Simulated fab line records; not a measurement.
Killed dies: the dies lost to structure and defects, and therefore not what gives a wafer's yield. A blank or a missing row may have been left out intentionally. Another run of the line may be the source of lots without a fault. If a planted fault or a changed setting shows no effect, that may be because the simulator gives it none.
The tool behind it: which one? ; flow n5 finfet ; 11 lots, 32 wafers sampled, at 3 steps of a route of 1938

WHAT EACH GAUGE READ, for each wafer
N5_BEOL_M11_RS_MEAS_57: the measuring method here is four-point-probe.
lot;measured;on;M11_RS (ohm/sq)
L743;day 10 10:35;film metro-01;0.1540 0.1528 0.1484
L745;day 10 19:57;film metro-01;0.1513 0.1538 0.1562
L744;day 10 22:22;film metro-01;0.1480 0.1502 0.1515
L752;day 12 22:15;film metro-01;0.1504 0.1477
L754;day 13 03:25;film metro-01;0.1441 0.1527 0.1506
L757;day 14 12:30;film metro-01;0.1441 0.1520 0.1506
L760;day 14 22:45;film metro-01;0.1507 0.1518 0.1518
L761;day 15 01:14;film metro-02;0.1505 0.1519 0.1522
L765;day 16 14:25;film metro-01;0.1507 0.1546 0.1517
L764;day 16 16:46;film metro-02;0.1530 0.1515 0.1494
L766;day 16 22:40;film metro-02;0.1505 0.1513 0.1513

WHAT TOOL EACH LOT RAN ON (gives the tool, then ch and the chambers of the sampled wafers, and finally the start)
lot;N5_BEOL_M11_SPUTTER_48;N5_BEOL_M11_CMP_52
L743;pvd sputter-02, day 10 09:25;cmp-03 ch 1,2,3, day 10 10:13
L745;pvd sputter-03, day 10 18:58;cmp-03 ch 0,1,2, day 10 19:32
L744;pvd sputter-03, day 10 21:17;cmp-02 ch 1,2,3, day 10 21:57
L752;pvd sputter-01, day 12 21:06;cmp-01 ch 1,3, day 12 21:54
L754;pvd sputter-01, day 13 02:29;cmp-03 ch 1,2, day 13 03:00
L757;pvd sputter-01, day 14 11:22;cmp-03 ch 0,1, day 14 12:05
L760;pvd sputter-02, day 14 21:48;cmp-02 ch 1,2,3, day 14 22:20
L761;pvd sputter-03, day 15 00:17;cmp-02 ch 1,2,3, day 15 00:49
L765;pvd sputter-01, day 16 13:29;cmp-02 ch 0,1,3, day 16 14:00
L764;pvd sputter-02, day 16 15:39;cmp-03 ch 1,2,3, day 16 16:23
L766;pvd sputter-01, day 16 21:28;cmp-02 ch 0,1,2, day 16 22:19
- N5_BEOL_M11_SPUTTER_48: material Cu, target thk 12 nm, time 2 s.
- N5_BEOL_M11_CMP_52: polishes, stops on SiCOH lowk, t overpolish 7 s, target thk 140 nm.

THE ANSWER, worked out from the rows above alone
Rule: the lots themselves supply what counts as usual. The widest of any qualifying gaps counts: lots, ordered by their means at a reading, are off when they make up no more than a third of the lots, leave a main group of 4 or more, and stand apart from it by 3 or more times the standard deviation of that group's means. If all means in a main group match to the digits the tables above print for the reading, that group is not used. Also off: a lot with no number at a reading for which 4 or more lots have one. The other lots that the step has rows for count as sound.
No lot is off on any of the readings shown, so nothing can be concluded from this.

WHAT HAD BEEN PUT IN BY THE SIMULATOR
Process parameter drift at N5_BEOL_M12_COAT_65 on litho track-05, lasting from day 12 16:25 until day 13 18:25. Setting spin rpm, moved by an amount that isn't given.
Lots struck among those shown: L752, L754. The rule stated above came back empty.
